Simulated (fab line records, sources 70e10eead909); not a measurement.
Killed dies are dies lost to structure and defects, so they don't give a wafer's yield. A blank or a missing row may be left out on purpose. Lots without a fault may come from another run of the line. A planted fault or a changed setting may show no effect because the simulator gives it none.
Which tool did it? | flow nand_harc | 14 lots, 42 wafers sampled, at 5 steps of a route of 1302

WHAT THE GAUGES READ, wafer by wafer
NHARC_A_BONDPAD_THK_MEAS_20: measures by xrf. Usual: thk_nm 169.7 nm, standard deviation 1.6.
lot  | measured     | on            | thk_nm (nm)       | flag
L766 | day 23 12:29 | film_metro-01 | 170.9 168.2 168.4 |
L769 | day 24 07:42 | film_metro-01 | 170.0 173.5 169.8 |
L768 | day 24 13:05 | film_metro-02 | 170.0 171.8 171.0 |
L771 | day 24 18:35 | film_metro-01 | 170.4 169.4 165.4 |
L774 | day 26 18:05 | film_metro-02 | 171.6 171.0 171.0 |
L777 | day 28 03:28 | film_metro-01 | 172.1 171.0 170.6 |
L781 | day 28 18:00 | film_metro-01 | 172.0 172.0 169.4 |
L780 | day 29 09:25 | film_metro-02 | 168.3 169.9 170.0 |
L783 | day 29 15:08 | film_metro-01 | 168.8 168.1 168.7 |
L782 | day 30 07:12 | film_metro-02 | 168.4 167.9 169.8 |
L787 | day 31 12:14 | film_metro-01 | 170.7 172.1 170.2 |
L786 | day 31 15:29 | film_metro-02 | 170.4 170.4 171.2 |
L788 | day 32 09:09 | film_metro-02 | 169.4 170.2 169.9 |
L789 | day 32 10:40 | film_metro-02 | 172.7 168.5 171.0 |

NHARC_THIN_TSV_CD_MEAS_33: target cd 5000 nm. Usual: cd_nm 4999.7 nm, standard deviation 1.9.
lot  | measured     | on        | cd_nm (nm)           | flag
L766 | day 24 10:13 | cd_sem-02 | 5002.3 5000.6 5002.0 |
L769 | day 25 02:29 | cd_sem-03 | 4997.9 4994.9 5000.0 |
L768 | day 25 07:15 | cd_sem-03 | 4997.1 4996.2 4999.9 |
L771 | day 25 13:02 | cd_sem-02 | 5002.5 5000.4 4997.4 |
L774 | day 27 12:12 | cd_sem-02 | 4999.0 4999.0 4998.3 |
L777 | day 28 22:19 | cd_sem-01 | 5000.1 4998.4 4997.1 |
L781 | day 29 14:42 | cd_sem-01 | 4996.9 4997.6 5001.0 |
L780 | day 30 04:47 | cd_sem-01 | 5000.0 5001.5 5000.2 |
L783 | day 30 10:17 | cd_sem-02 | 5002.9 5000.1 4998.8 |
L782 | day 31 02:31 | cd_sem-02 | 4998.2 5001.4 4997.3 |
L787 | day 32 08:35 | cd_sem-01 | 5001.6 5000.4 5000.7 |
L786 | day 32 19:20 | cd_sem-03 | 4997.4 4997.0 4998.6 |
L788 | day 33 03:45 | cd_sem-01 | 5001.3 4999.5 5001.4 |
L789 | day 33 05:11 | cd_sem-03 | 4998.9 4996.1 4997.1 |

NHARC_END_SORT_01. Usual: killed_at_array 50, standard deviation 20; killed_at_other 1.2, standard deviation 1.5; killed_at_periphery 3.6, standard deviation 2.6; killed_dies 55, standard deviation 20; killed_open 3.4, standard deviation 2; killed_short 2.7, standard deviation 1.6.
lot  | measured     | on        | killed_at_array | killed_at_other | killed_at_periphery | killed_dies | killed_open | killed_short | flag
L777 | day 29 10:26 | prober-02 | 126 118 129     | 0 2 3           | 2 3 3               | 128 123 135 | 3 2 6       | 2 2 4        | OFF
L780 | day 30 16:38 | prober-02 | 107 142 104     | 0 0 0           | 7 12 7              | 114 154 111 | 0 6 1       | 3 2 1        | OFF
L782 | day 31 13:20 | prober-02 | 86 81 51        | 1 0 0           | 8 7 1               | 95 88 52    | 9 2 1       | 5 1 1        |

WHICH TOOL RAN EACH LOT (tool, then ch and the chambers of the sampled wafers, then the start)
lot  | NHARC_A_SLIT_DEP_25             | NHARC_THIN_TSV_DEGAS_49
L766 | pecvd-01 ch 0,2, day 19 22:33   | pvd_sputter-01, day 24 07:13
L769 | pecvd-03 ch 0,1,2, day 20 18:51 | pvd_sputter-02, day 24 23:17
L768 | pecvd-02 ch 0,2, day 20 18:53   | pvd_sputter-01, day 25 04:07
L771 | pecvd-01 ch 0,1,2, day 21 05:43 | pvd_sputter-02, day 25 09:55
L774 | pecvd-03 ch 0,1,2, day 23 00:29 | pvd_sputter-02, day 27 09:11
L777 | pecvd-01 ch 0,1,2, day 24 06:35 | pvd_sputter-02, day 28 19:19
L781 | pecvd-02 ch 0,1,2, day 25 05:47 | pvd_sputter-01, day 29 11:41
L780 | pecvd-01 ch 0,1,2, day 25 12:04 | pvd_sputter-01, day 30 01:40
L783 | pecvd-03 ch 0,2, day 26 03:54   | pvd_sputter-01, day 30 07:10
L782 | pecvd-02 ch 0,1,2, day 26 11:01 | pvd_sputter-01, day 30 23:25
L787 | pecvd-02 ch 0,1, day 27 23:32   | pvd_sputter-02, day 32 05:16
L786 | pecvd-01 ch 0,1,2, day 27 23:38 | pvd_sputter-02, day 32 14:48
L788 | pecvd-02 ch 0,1,2, day 28 16:40 | pvd_sputter-03, day 33 00:36
L789 | pecvd-01 ch 0,1,2, day 28 16:49 | pvd_sputter-02, day 33 02:02
- NHARC_A_SLIT_DEP_25: deposits SiO2, target thk 200 nm.
- NHARC_THIN_TSV_DEGAS_49: time 120 s.

WHAT THE TOOLS THEMSELVES READ (means of the sampled wafers that have a number; where no wafer has one, the mark that the record gives instead)
NHARC_A_SLIT_DEP_25. Usual: heater_power_outer_w 282 W, standard deviation 82; heater_power_w 522 W, standard deviation 110; throttle_valve_pct 15.8 %, standard deviation 0.61.
lot  | tool     | heater_power_outer_w (W) | heater_power_w (W) | throttle_valve_pct (%) | flag
L766 | pecvd-01 | 295                      | 530                | 16.4                   |
L769 | pecvd-03 | 352                      | 611                | 16.3                   |
L768 | pecvd-02 | 196                      | 437                | 15.5                   |
L771 | pecvd-01 | 265                      | 482                | 16.0                   |
L774 | pecvd-03 | 259                      | 490                | 16.1                   |
L777 | pecvd-01 | 304                      | 534                | 16.1                   |
L781 | pecvd-02 | 234                      | 477                | 15.8                   |
L780 | pecvd-01 | 314                      | 540                | 16.0                   |
L783 | pecvd-03 | 282                      | 512                | 17.0                   |
L782 | pecvd-02 | 272                      | 527                | 15.4                   |
L787 | pecvd-02 | 325                      | 593                | 15.3                   |
L786 | pecvd-01 | 309                      | 532                | 16.2                   |
L788 | pecvd-02 | 225                      | 471                | 15.4                   |
L789 | pecvd-01 | 310                      | 539                | 16.1                   |

NHARC_THIN_TSV_DEGAS_49. Usual: heater_power_w 455 W, standard deviation 57.
lot  | tool           | heater_power_w (W) | flag
L766 | pvd_sputter-01 | 458                |
L769 | pvd_sputter-02 | 387                |
L768 | pvd_sputter-01 | 425                |
L771 | pvd_sputter-02 | 401                |
L774 | pvd_sputter-02 | 406                |
L777 | pvd_sputter-02 | 423                |
L781 | pvd_sputter-01 | 444                |
L780 | pvd_sputter-01 | 448                |
L783 | pvd_sputter-01 | 440                |
L782 | pvd_sputter-01 | 439                |
L787 | pvd_sputter-02 | 419                |
L786 | pvd_sputter-02 | 419                |
L788 | pvd_sputter-03 | 447                |
L789 | pvd_sputter-02 | 415                |

THE ANSWER, worked out from the rows above alone
Rule: a lot is off if the mean of its wafers that have a number lies more than 3 standard deviations from the usual mean. A lot without any number at a reading at which 4 lots or more have one is off too. The other lots that the step has rows for count as sound. The gauges are gone through in route order, then the tools' own readings, and for those a lot's mean is taken as printed above. The first step at which some lot is off is used, and at that step the reading that is off furthest; a lot without a number counts as furthest.
Off: L777, L780, at NHARC_END_SORT_01 (killed_at_array). Neither off nor sound, because the step has no rows for them: L766, L769, L768, L771, L774, L781, L783, L787, L786, L788, L789.
A tool fits if, at a process step before that reading, it ran every lot that is off, and no sound lot after the first of them. The gauges at NHARC_END_SORT_01 are tried like those tools. One fits: pecvd-01 at NHARC_A_SLIT_DEP_25. It ran no sound lot before its first lot that is off in this sample, so the start can't be narrowed down.

WHAT THE SIMULATOR HAD PUT IN
Chamber particle source: pecvd-01, from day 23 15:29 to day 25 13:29, at NHARC_A_SLIT_DEP_25. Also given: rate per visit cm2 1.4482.
Lots struck among those shown: L777, L780. The rule above found the same.
